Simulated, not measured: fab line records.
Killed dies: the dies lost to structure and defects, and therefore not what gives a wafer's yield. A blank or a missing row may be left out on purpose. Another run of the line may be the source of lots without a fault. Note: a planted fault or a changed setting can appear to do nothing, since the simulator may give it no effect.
Code-filled problem report in 8D (eight disciplines) form + flow nandHarc + the parts of the form that need people (team, actions taken, sign-off) are left out

## 1. THE ISSUE
Mean of runLengthS at NHARC_P_BONDPAD_ETCH_24: 77.9 s over 2 wafers from 1 lot, against 94.2 s (standard deviation 0.39) on wafers with no fault. Relative to the usual mean, that is a shift of -42 standard deviations.
The step: etches the open film in CF4/N2, target depth 30 nm, time 72.99 s.
First observed at day 9 17:23: wafer L474.3, on rieDiel-04. The record has a number at this step for 27 wafers belonging to 9 lots. The rule behind "out" and "out of limits": a value lying over 4 standard deviations away from the usual mean. The rest of the wafers with a number are treated as sound.

## 2. WHAT THIS IS AND IS NOT
| question                    | is               | is not                                                                                 |
|-----------------------------|------------------|----------------------------------------------------------------------------------------|
| which readings at this step | runLengthS       | drypumpMotorCurrentA, mfcArSccm, rfVppV, showerheadPlenumPTorr, throttleValvePct       |
| which lots                  | L474             | L462, L463, L464, L466, L476, L477, L480, L483                                         |
| which wafers of those lots  | L474.2, L474.3   | L474.5                                                                                 |
| read on which tools         | rieDiel-04       | rieDiel-10, rieDiel-12                                                                 |
| when                        | from day 9 17:23 | up to then (13 sound wafers); but 12 sound wafers of L476, L477, L480, L483 came after |

## 3. WHAT RULES OUT EACH SUSPECT
Counting: if a tool at a process step up to the reading ran every lot that is out, it stays a suspect. Sound lots after the first of them don't rule it out here, since some wafers of a struck lot are sound.
- pecvd-01 at NHARC_P_M2_PRE_CLEAN_32 (time 12 s): kept. It ran the lot that is out, L474 (day 9 14:28).
- pecvd-01 at NHARC_P_M2_DEP_33 (deposits SiCN, target thk 30 nm): kept. It ran the lot that is out, L474 (day 9 14:35).
- rieDiel-04 at NHARC_P_BONDPAD_ETCH_24 (etches the open film in CF4/N2, target depth 30 nm, time 72.99 s): kept. L474, the lot that is out, went through it at day 9 17:23; up to then, the latest sound lot through it was L466 at day 7 09:28. Out on those wafers are its own readings of runLengthS.
pecvd-01 at NHARC_P_M2_PRE_CLEAN_32, pecvd-01 at NHARC_P_M2_DEP_33 and rieDiel-04 at NHARC_P_BONDPAD_ETCH_24 are what is left after counting.

## 4. THE CAUSE (what the simulator had put in)
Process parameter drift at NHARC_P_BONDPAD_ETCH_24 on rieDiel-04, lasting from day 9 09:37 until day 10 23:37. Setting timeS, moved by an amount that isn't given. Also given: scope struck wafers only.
Of the 3 suspects that counting leaves, this tool is one.

## 5. SEQUENCE OF EFFECTS, ordered by route
Each row: a reading whose mean over the struck wafers that have a number lies more than 3 standard deviations from the usual. Only readings whose record carries a usual standard deviation are examined. hours: median over the lots of the time between each lot's start at the first step of this table that gives one and its start at this step. sigmas: the change, counted in usual standard deviations.
| hours | step                    | reading    | usual  | on struck wafers | change | sigmas |
|-------|-------------------------|------------|--------|------------------|--------|--------|
| 0     | NHARC_P_BONDPAD_ETCH_24 | runLengthS | 94.2 s | 77.9             | -16.3  | -42    |
The process steps in it:
- NHARC_P_BONDPAD_ETCH_24: etches the open film in CF4/N2, target depth 30 nm, time 72.99 s.
Readings that are blank on the struck wafers while sound wafers have them: rfFwdPowerW at NHARC_P_BONDPAD_ETCH_24.

## 6. WHAT WOULD HAVE CAUGHT IT SOONER
In this record no reading fell out of limits until day 9 17:23, 8 hours after the fault had begun at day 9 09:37.
